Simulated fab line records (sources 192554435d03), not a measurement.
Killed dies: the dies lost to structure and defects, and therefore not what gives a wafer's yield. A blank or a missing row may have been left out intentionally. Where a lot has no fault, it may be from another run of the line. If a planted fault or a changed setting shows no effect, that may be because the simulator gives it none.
A lot that was struck, set against a sound lot | flow n5 finfet | 14 out of 1938 route steps
Sound: the wafers L902.2, L902.3, L902.4. Struck: wafers L912.1, L912.2, L912.4. The cause is named last.
At each step with rows: each side's tool, then ch and its chambers, then its first start. Under that, the readings that differ: sound wafers | struck wafers | difference of the means | sigmas: that difference in standard deviations of wafers without a fault.
alike: readings with means less than 2 such deviations apart, plus words and numbers identical on both sides. not compared: withheld readings, readings lacking a value on some wafer, bounds such as >300 that could conceal the same value, and numbers that have no deviation in the record and whose values overlap.
Wherever a step has rows on one side only, a row that says differs or no value, or a row with sigmas, the two part there. Non-overlapping numbers with no deviation appear without sigmas and do not part them. A reading missing from all wafers of one side parts the sides only when that side holds two or more wafers.

N5_PASSIVATION_AL_ETCH_33: etches Al in Cl2/BCl3, stops on TaN, target depth 2800 nm, time 466.7 s.
  sound on rie metal-02 ch 0,1, day 13 18:25; struck on rie metal-01 ch 0,1, day 15 22:37
  reading               | sound          | struck         | difference | sigmas
  oes product au (a.u.) | 0.87 0.88 0.76 | 0.60 0.68 0.61 | -0.21      | -2
  alike: bias w, drypump motor current A, throttle valve pct
  not compared: rf hours counter h
N5_PASSIVATION_ETCH_59: etches TaN in Cl2/BCl3, target depth 65 nm, time 34.9 s.
  sound on rie metal-02 ch 0,1, day 13 18:49; struck on rie metal-01 ch 0,1, day 15 23:01
  alike: bias w, drypump motor current A, oes product au, throttle valve pct
  not compared: rf hours counter h
N5_PASSIVATION_STRIP_34: strips in O2.
  sound on rie diel-06 ch 0,1,2, day 13 19:08; struck on rie diel-06 ch 0,3, day 15 23:08
  alike: drypump motor current A, o2 flow sccm, oes product au, rf vpp V, showerhead plenum p Torr, throttle valve pct
  not compared: rf hours counter h
then, 4 steps without rows for these wafers: N5_PASSIVATION_STRIP_51 (strips in post etch residue remover, time 1200 s); N5_PASSIVATION_CLEAN_69 (cleans in IPA, time 180 s); N5_PASSIVATION_SRD_70 (time 30 s); N5_PASSIVATION_PECVD_53 (deposits SiO2 from TEOS/O2, target thk 800 nm, time 169.4 s).
N5_PASSIVATION_PECVD_35: deposits SiNx from SiH4/NH3/N2, target thk 700 nm, time 151.3 s.
  sound on pecvd-04 ch 0,1, day 13 19:44; struck on pecvd-02 ch 0,1, day 15 23:50
  alike: heater power w, showerhead plenum p Torr, throttle valve pct
then, 4 steps without rows for these wafers: N5_PASSIVATION_HMDS_37 (time 60 s); N5_PASSIVATION_COAT_38; N5_PASSIVATION_EBR_40; N5_PASSIVATION_SOFTBAKE_39 (time 120 s).
N5_PASSIVATION_EXPOSE_41: exposes mask PASS OPEN, defocus 0 nm, target cd 40000 nm.
  struck on krf scanner-02, day 16 00:16; sound on krf scanner-02 ch 0, day 13 20:08
  no value came back on the struck wafers for exposure dose mJ cm2, focus offset nm (nm), stage vel mm s (mm/s); on the sound wafers exposure dose mJ cm2 reads 57.23 57.22 57.27
  alike: mask
after that, 1 step had no rows for these wafers: N5_PASSIVATION_PEB_42.

== WHERE THEY PART ==
Earliest at N5_PASSIVATION_AL_ETCH_33; latest, in this record, at N5_PASSIVATION_EXPOSE_41.

WHY: whatever the simulator had introduced
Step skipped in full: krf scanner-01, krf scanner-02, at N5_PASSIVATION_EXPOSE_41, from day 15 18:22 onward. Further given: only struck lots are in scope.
